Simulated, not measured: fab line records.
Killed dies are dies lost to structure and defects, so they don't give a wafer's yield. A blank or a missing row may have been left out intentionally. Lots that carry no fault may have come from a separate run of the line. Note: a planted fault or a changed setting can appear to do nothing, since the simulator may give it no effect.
Which of the tools did it?    flow nandHarc    Sampling: 13 lots, 39 wafers, 5 of 1302 route steps

== WHAT EACH GAUGE READ, for each wafer ==
NHARC_P_STI_OVL_MEAS_10.
lot   measured      on          overlayXNm (nm)  overlayYNm (nm)
L300  day 2 19:33   overlay-01  -2 -2 -2         -4 -4 -4
L301  day 3 05:40   overlay-01  -9 -7 -7         -3 -3 -3
L302  day 3 17:26   overlay-01  4 4 4            -9 -9 -9
L304  day 4 14:19   overlay-02  -2 -2 -2         -12 -11 -11
L305  day 4 22:52   overlay-02  5 5 5            9 9 8
L306  day 5 11:02   overlay-01  6 6 7            5 5 5
L308  day 6 02:34   overlay-02  2 3 2            -7 -7 -7
L309  day 6 16:52   overlay-02  1 0 1            1 1 1
L310  day 7 04:28   overlay-01  5 5 5            -14 -15 -14
L312  day 7 19:05   overlay-01  1 1 1            -7 -7 -6
L314  day 8 14:54   overlay-02  -2 -2 -2         -10 -9 -10
L322  day 12 03:15  overlay-01  2 2 2            3 3 3
L323  day 12 11:41  overlay-01  -2 -2 -2         5 5 6

NHARC_END_SORT_01.
lot   measured      on         killedAtArray  killedAtOther  killedAtPeriphery  killedDies  killedOpen  killedShort
L300  day 26 01:38  prober-01  51 39 29       2 0 0          9 2 6              62 41 35    1 3 3       2 1 2
L309  day 28 07:32  prober-01  85 57 73       1 1 3          10 6 3             96 64 79    3 3 2       4 4 1
L310  day 28 22:12  prober-02  64 32 37       0 1 2          6 9 5              70 42 44    7 4 2       4 2 6
L312  day 30 23:47  prober-01  41 47 43       0 1 0          6 3 4              47 51 47    2 0 6       4 2 4
L314  day 30 02:52  prober-02  72 64 75       1 3 2          7 3 2              80 70 79    3 6 2       1 5 1

== TOOL THAT RAN EACH LOT (tool first, then ch and the chambers of the sampled wafers, then the start) ==
lot   NHARC_P_STI_ETCH_15              NHARC_P_GATE_HM_DEP_102                                        NHARC_P_GATE_ALD_36
L300  rieSi-04 ch 0,1,3, day 2 20:01   aclDep-02 ch 0, day 4 21:02                                    aldSin-03 ch 1,3, day 5 01:21
L301  rieSi-04 ch 0,1,3, day 3 06:07   aclDep-03 ch 0, day 5 05:15                                    aldSin-01 ch 1,3, day 5 08:46
L302  rieSi-04 ch 1,2,3, day 3 17:55   aclDep-03 ch 0, day 5 21:23                                    aldSin-02 ch 0,3, day 6 00:08
L304  rieSi-01 ch 1,3, day 4 14:45     aclDep-01 ch 0, day 7 02:17                                    aldSin-02 ch 0,2,3, day 7 07:11
L305  rieSi-04 ch 0,2,3, day 4 23:19   aclDep-02 ch 0, day 7 01:51                                    aldSin-01 ch 1,2,3, day 7 05:45
L306  rieSi-04 ch 2,3, day 5 11:32     aclDep-03 ch 0, day 7 20:23                                    aldSin-03 ch 0,2,3, day 8 01:13
L308  rieSi-05 ch 0,1,3, day 6 03:01   aclDep-02 ch 0, day 8 07:44                                    aldSin-02 ch 1,3, day 8 10:24
L309  rieSi-05 ch 1,2,3, day 6 17:19   aclDep-02 ch 0, day 9 02:34                                    aldSin-03 ch 0,1,2, day 9 05:15
L310  rieSi-05 ch 0,1,3, day 7 04:57   aclDep-02 ch 0, day 9 10:18                                    aldSin-01 ch 0,1,2, day 9 14:08
L312  rieSi-05 ch 0,1,2, day 7 19:34   aclDep-03 ch 0, day 9 16:18                                    aldSin-02 ch 2,3, day 10 18:19
L314  rieSi-05 ch 1,2,3, day 8 15:28   aclDep-03 ch 0, day 10 23:34 and aclDep-01 ch 0, day 11 01:08  aldSin-03 ch 2,3, day 11 03:52
L322  rieSi-05 ch 0,1,2, day 12 03:42  aclDep-03 ch 0, day 14 13:00                                   aldSin-02 ch 0,1,3, day 14 15:43
L323  rieSi-01 ch 1,2,3, day 12 12:08  aclDep-03 ch 0, day 14 17:31                                   aldSin-03 ch 0,1,3, day 14 20:17
- NHARC_P_STI_ETCH_15: etches the open film in HBr/Cl2, target depth 300 nm, time 100.1 s.
- NHARC_P_GATE_HM_DEP_102: deposits aC, target thk 120 nm.
- NHARC_P_GATE_ALD_36: deposits SiNx, target thk 20 nm, pulse time 60 s, ald cycles 223.

== WHAT THE TOOLS THEMSELVES READ (means of the sampled wafers that have a number; where no wafer has one, the mark that the record gives instead) ==
NHARC_P_STI_ETCH_15.
lot   tool      biasW (W)  drypumpMotorCurrentA (A)  oesProductAu (a.u.)  throttleValvePct (%)
L300  rieSi-04  100.1      6.2                       0.995                26.412
L301  rieSi-04  99.9       6.2                       0.994                26.411
L302  rieSi-04  99.8       6.1                       0.997                26.408
L304  rieSi-01  100.1      5.5                       1.013                26.401
L305  rieSi-04  99.9       5.9                       0.993                26.411
L306  rieSi-04  100.1      6.2                       0.993                26.412
L308  rieSi-05  100.2      5.3                       0.996                26.402
L309  rieSi-05  100.1      5.4                       1.010                26.413
L310  rieSi-05  100.0      5.3                       1.008                26.407
L312  rieSi-05  99.8       5.2                       1.003                26.404
L314  rieSi-05  100.0      5.4                       1.014                26.394
L322  rieSi-05  99.9       5.2                       1.009                26.402
L323  rieSi-01  100.1      5.6                       0.996                26.415

NHARC_P_GATE_HM_DEP_102.
lot   tool                 throttleValvePct (%)
L300  aclDep-02            34.995
L301  aclDep-03            35.000
L302  aclDep-03            34.995
L304  aclDep-01            34.995
L305  aclDep-02            34.999
L306  aclDep-03            35.006
L308  aclDep-02            35.001
L309  aclDep-02            35.005
L310  aclDep-02            34.999
L312  aclDep-03            35.001
L314  aclDep-03/aclDep-01  35.002
L322  aclDep-03            35.001
L323  aclDep-03            35.003

NHARC_P_GATE_ALD_36.
lot   tool       heaterPowerW (W)  precursorPulseHeightRel
L300  aldSin-03  989               1.019
L301  aldSin-01  821               1.001
L302  aldSin-02  761               0.999
L304  aldSin-02  783               0.994
L305  aldSin-01  865               1.015
L306  aldSin-03  875               0.996
L308  aldSin-02  728               1.011
L309  aldSin-03  920               0.990
L310  aldSin-01  838               0.993
L312  aldSin-02  756               1.002
L314  aldSin-03  865               0.998
L322  aldSin-02  762               0.992
L323  aldSin-03  953               0.988

== THE ANSWER, worked out from the rows above alone ==
Rule: the usual values come from the lots themselves. Put in order of their means at a reading, lots are off if they are a third of the lots or fewer, leave a main group of 4 or more, and stand apart from it by a gap of 3 or more times the standard deviation of the main group's means; of several such gaps the widest counts. The tables above print the reading to a certain number of digits; a main group whose means all agree to those digits is not used. Also off: a lot with no number at a reading for which 4 or more lots have one. Where the step has rows for the other lots, those lots are counted as sound. First the gauges in route order, then the tools' own readings, where a lot's mean is used as printed above. The first step at which some lot is off is used, and at that step the reading that is off furthest; a lot without a number counts as furthest.
No lot is off on any of the readings shown, so nothing can be concluded from this.

== WHAT THE SIMULATOR PUT IN ==
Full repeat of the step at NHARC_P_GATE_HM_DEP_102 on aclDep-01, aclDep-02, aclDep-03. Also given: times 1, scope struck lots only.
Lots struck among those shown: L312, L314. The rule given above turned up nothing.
